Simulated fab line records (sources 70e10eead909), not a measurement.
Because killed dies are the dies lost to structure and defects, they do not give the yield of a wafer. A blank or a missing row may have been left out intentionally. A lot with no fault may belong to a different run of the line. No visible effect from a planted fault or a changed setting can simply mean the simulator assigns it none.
Which tool did it? -- flow nand harc -- 11 lots, 33 wafers sampled, at 3 steps of a route of 1159

WHAT THE GAUGES READ, wafer by wafer
NHARC_A_M0_CD_MEAS_09 targets a cd of 80 nm.
lot,measured,on,cd nm (nm)
L820,day 17 20:05,cd sem-01,79.1 79.8 79.0
L817,day 18 01:00,cd sem-03,79.3 78.4 79.0
L821,day 18 06:20,cd sem-03,80.3 80.3 79.8
L822,day 18 09:34,cd sem-01,79.6 79.8 79.4
L824,day 19 04:43,cd sem-01,101.1 101.1 100.9
L826,day 19 15:15,cd sem-03,80.1 79.3 79.4
L832,day 21 14:02,cd sem-02,79.9 79.3 80.1
L834,day 21 18:02,cd sem-02,80.3 80.3 80.3
L835,day 22 06:25,cd sem-03,79.5 79.2 79.2
L837,day 22 17:44,cd sem-01,80.0 79.6 80.0
L838,day 22 18:10,cd sem-03,79.7 79.6 80.0

TOOL THAT RAN EACH LOT (tool first, then ch and the chambers of the sampled wafers, then the start)
lot,NHARC_A_BLC_STRIP_29,NHARC_A_M0_EXPOSE_06
L820,"rie diel-05 ch 0,2, day 17 17:11","arfi scanner-02 ch 0, day 17 19:56"
L817,"rie diel-12 ch 1,2,3, day 17 22:11","arfi scanner-03 ch 0, day 18 00:52"
L821,"rie diel-05 ch 1,2,3, day 18 01:39","arfi scanner-03 ch 0, day 18 06:11"
L822,"rie diel-06 ch 0,1,3, day 18 06:37","arfi scanner-02 ch 0, day 18 09:26"
L824,"rie diel-05 ch 0,1,3, day 19 00:06","arfi scanner-02 ch 0, day 19 04:35"
L826,"rie diel-12 ch 1,3, day 19 12:22","arfi scanner-03 ch 0, day 19 15:07"
L832,"rie diel-12 ch 1,3, day 21 01:04","arfi scanner-03 ch 0, day 21 13:53"
L834,"rie diel-12 ch 1,2,3, day 21 10:08","arfi scanner-03 ch 0, day 21 17:54"
L835,"rie diel-05 ch 0,2,3, day 22 03:21","arfi scanner-03 ch 0, day 22 06:17"
L837,"rie diel-05 ch 0,2, day 22 12:28","arfi scanner-01 ch 0, day 22 17:35"
L838,"rie diel-12 ch 1,2,3, day 22 13:49","arfi scanner-03 ch 0, day 22 18:02"
- NHARC_A_BLC_STRIP_29: strips in CF4.
- NHARC_A_M0_EXPOSE_06: exposes mask A M0, target cd 80 nm.

THE ANSWER, worked out from the rows above alone
Rule: usual is defined by the lots themselves. Put in order of their means at a reading, lots are off if they are a third of the lots or fewer, leave a main group of 4 or more, and stand apart from it by a gap of 3 or more times the standard deviation of the main group's means; of several such gaps the widest counts. The tables above print the reading to a certain number of digits; a main group whose means all agree to those digits is not used. A lot without any number at a reading at which 4 lots or more have one is off too. Where the step has rows for the other lots, those lots are counted as sound.
Off at NHARC_A_M0_CD_MEAS_09 (cd nm): L824. The main group: mean 79.7 nm, standard deviation 0.39.
A tool fits if, at a process step before that reading, it ran every lot that is off, and no sound lot after the first of them. Those tools and the gauges at NHARC_A_M0_CD_MEAS_09 are tried in the same way. One candidate fits, namely arfi scanner-02 at NHARC_A_M0_EXPOSE_06. Its last sound lot is L822 (day 18 09:26), its first lot that is off L824 (day 19 04:35): a fault that began between those two fits.

WHAT HAD BEEN PUT IN BY THE SIMULATOR
Process parameter drift: arfi scanner-02, from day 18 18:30 on, at NHARC_A_M0_EXPOSE_06. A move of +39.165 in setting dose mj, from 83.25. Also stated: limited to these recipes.
Struck lots among those shown: L824. The rule above reached the same finding.
